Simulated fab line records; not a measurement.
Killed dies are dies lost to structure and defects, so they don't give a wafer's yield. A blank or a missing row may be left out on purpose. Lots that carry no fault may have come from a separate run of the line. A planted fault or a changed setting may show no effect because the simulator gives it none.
One fault seen from 2 desks	flow n5_finfet	each desk holds nothing but its own numbers, with what lay behind them at the end

## THE METROLOGY DESK
Means of the sampled wafers that have a number, per lot and without regard to the tool the lot ran on: this is what the gauges read. Marked OUT: a lot whose mean sits more than 4 standard deviations from the usual mean, which makes it out of limits; the brackets give that distance.
Columns: A = V13_OVL at N5_BEOL_M14_OVL_MEAS_11, usual 1 nm; B = trench_depth_nm at N5_BEOL_M14_OCD_MEAS_35, usual 554 nm
lot	first seen here	A	B
L205	day 11 02:32	7	567
L206	day 11 10:49	4	550
L207	day 11 19:20	3	547
L209	day 12 20:22	-7	550
L215	day 14 03:18	11	565
L216	day 14 09:54	1	557
L222	day 15 20:37	-1	550
L226	day 16 21:30	12	545
L225	day 16 23:44	-7	539
L227	day 17 09:45	6	551
L228	day 17 12:33	11	536
This desk found nothing out of limits on any of the 11 lots.

## FOR THE TOOL OWNER'S DESK: rie_diel-04
The tool's own readings at N5_BEOL_M14_ETCH_67 (etches SiARC in CF4, target depth 143 nm, time 238.3 s): means of the sampled wafers that have a number, for each lot that ran on this tool. Marked OUT: a lot whose mean sits more than 4 standard deviations from the usual mean, which makes it out of limits; the brackets give that distance.
Columns: A = drypump_motor_current_A at N5_BEOL_M14_ETCH_67, usual 5.7 A; B = etch_rf_on_time_s at N5_BEOL_M14_ETCH_67, usual 238 s; C = oes_product_au at N5_BEOL_M14_ETCH_67, usual 0.70 a.u.; D = rf_vpp_V at N5_BEOL_M14_ETCH_67, usual 184.3 V; E = showerhead_plenum_p_Torr at N5_BEOL_M14_ETCH_67, usual 2.17 Torr; F = throttle_valve_pct at N5_BEOL_M14_ETCH_67, usual 15.50 %
lot	first seen here	A	B	C	D	E	F
L215	day 14 04:22	6.5	338 (+18) OUT	0.67	184.3	2.17	15.52
L216	day 14 11:09	6.2	285 (+8.3) OUT	0.72	184.2	2.20	15.40
L226	day 16 22:27	6.2	243	0.71	185.2	2.22	15.59
L227	day 17 10:59	6.2	242	0.69	185.3	2.22	15.61
Finding of this desk: L215, L216 out of limits; the first was L215 at day 14 04:22, on etch_rf_on_time_s at N5_BEOL_M14_ETCH_67. L226, L227 stayed within limits.

## TAKEN TOGETHER
An alarm could have come from the tool owner's desk at day 14 04:22, on L215, L216.
Nothing out of limits was seen by the metrology desk.
The metrology desk holds a record of L215, L216, inside its limits.
All the named lots went through N5_BEOL_M14_ETCH_67 on rie_diel-04.

## WHAT THE SIMULATOR PUT IN
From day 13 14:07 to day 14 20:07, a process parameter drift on rie_diel-04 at N5_BEOL_M14_ETCH_67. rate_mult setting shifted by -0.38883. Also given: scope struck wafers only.
Struck lots among those shown: L215, L216.
Each desk's first reading out of limits, in hours after the fault started: the tool owner's desk, 14.
